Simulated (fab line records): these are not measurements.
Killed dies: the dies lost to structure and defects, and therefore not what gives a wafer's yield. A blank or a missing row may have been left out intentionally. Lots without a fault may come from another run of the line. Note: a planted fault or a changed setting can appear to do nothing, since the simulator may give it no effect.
Chamber matching	flow n5-finfet	N5_BEOL_M7_ILD_DEP_00 on pecvd-04: 3 sister chambers
The step deposits SiCOH lowk from DEMS/porogen, target thk 179.75 nm, time 33.4 s. 3 wafers are shown with their chamber, then 7 later ones without.

## WAFERS PAIRED WITH THEIR CHAMBERS
wafer	chamber	throttle-valve-pct (%)
L089.3	1	15.8
L089.4	2	12.3
L090.5	0	13.8

## WAFERS WITH NO CHAMBER GIVEN
wafer	throttle-valve-pct (%)
L090.6	16.1
L092.1	14.0
L092.2	16.2
L092.5	14.0
L093.1	16.0
L093.3	13.9
L093.4	14.0

## THE CHAMBER EACH PASSED THROUGH
wafer	from the rows above	in truth
L090.6	1	1
L092.1	0	0
L092.2	1	1
L092.5	0	0
L093.1	1	1
L093.3	0	0
L093.4	0	0
Correct placement for 7 of the 7. Left unplaced by these rows: 0. 0 placed wrongly.
How it was worked out, from the rows above alone: a wafer's distance from a chamber is the root of the sum, over the readings, of the square of ((its reading less the chamber's mean) divided by the reading's scatter). If the next closest chamber is less than 2 further off than the closest, the wafer can't be placed; otherwise it belongs to the closest. A chamber's mean is the mean of its shown wafers. The scatter (one wafer shown for each chamber): square how far every hidden wafer sits from the nearest shown wafer, average those squares and take the square root.
